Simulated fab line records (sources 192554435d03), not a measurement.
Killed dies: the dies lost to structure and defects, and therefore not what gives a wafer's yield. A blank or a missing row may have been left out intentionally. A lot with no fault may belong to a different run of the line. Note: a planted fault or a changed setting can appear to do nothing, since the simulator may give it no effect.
Chamber matching | flow n5Finfet | N5_BEOL_M9_DESCUM_16 on rieDiel-06: 4 sister chambers
The step chemistry O2, time 7.9 s. 8 wafers are shown with their chamber, then 12 later ones without.

## WAFERS WITH THEIR CHAMBER
wafer  | chamber | drypumpMotorCurrentA (A) | oesProductAu (a.u.)
L085.3 | 1       | 5.9                      | 0.68
L085.4 | 1       | 6.0                      | 0.68
L089.4 | 0       | 5.3                      | 0.73
L091.1 | 2       | 5.0                      | 0.82
L091.6 | 3       | 4.9                      | 0.99
L090.2 | 2       | 5.0                      | 0.83
L090.4 | 3       | 4.9                      | 1.01
L090.5 | 0       | 5.4                      | 0.73

## WAFERS MISSING THEIR CHAMBER
wafer  | drypumpMotorCurrentA (A) | oesProductAu (a.u.)
L094.2 | 5.1                      | 0.82
L094.3 | 5.3                      | 0.71
L094.5 | 5.0                      | 0.82
L095.4 | 6.0                      | 0.93
L095.5 | 6.0                      | 0.94
L095.6 | 5.3                      | 0.70
L096.4 | 5.3                      | 0.71
L096.5 | 6.0                      | 0.93
L096.6 | 5.0                      | 0.81
L097.1 | 5.3                      | 0.71
L097.4 | 5.0                      | 0.79
L097.5 | 5.4                      | 0.71

## THE CHAMBER EACH PASSED THROUGH
wafer  | from the rows above     | in truth
L094.2 | 2                       | 2
L094.3 | 0                       | 0
L094.5 | 2                       | 2
L095.4 | can't be placed: 3 or 2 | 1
L095.5 | can't be placed: 3 or 2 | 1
L095.6 | 0                       | 0
L096.4 | 0                       | 0
L096.5 | can't be placed: 3 or 2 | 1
L096.6 | 2                       | 2
L097.1 | 0                       | 0
L097.4 | 2                       | 2
L097.5 | 0                       | 0
Correct placement for 9 of the 12. Not placeable from these rows: 3 (in 0, the candidates include the true chamber). Wrongly placed: 0.
How it was worked out, from the rows above alone: a wafer's distance from a chamber is the root of the sum, over the readings, of the square of ((its reading less the chamber's mean) divided by the reading's scatter). If the next closest chamber is less than 2 further off than the closest, the wafer can't be placed; otherwise it belongs to the closest. A chamber's mean is the mean of its shown wafers. The scatter: take each reading less its chamber's mean, square it, sum over the shown wafers, divide by the number of wafers less the number of chambers, and take the root.
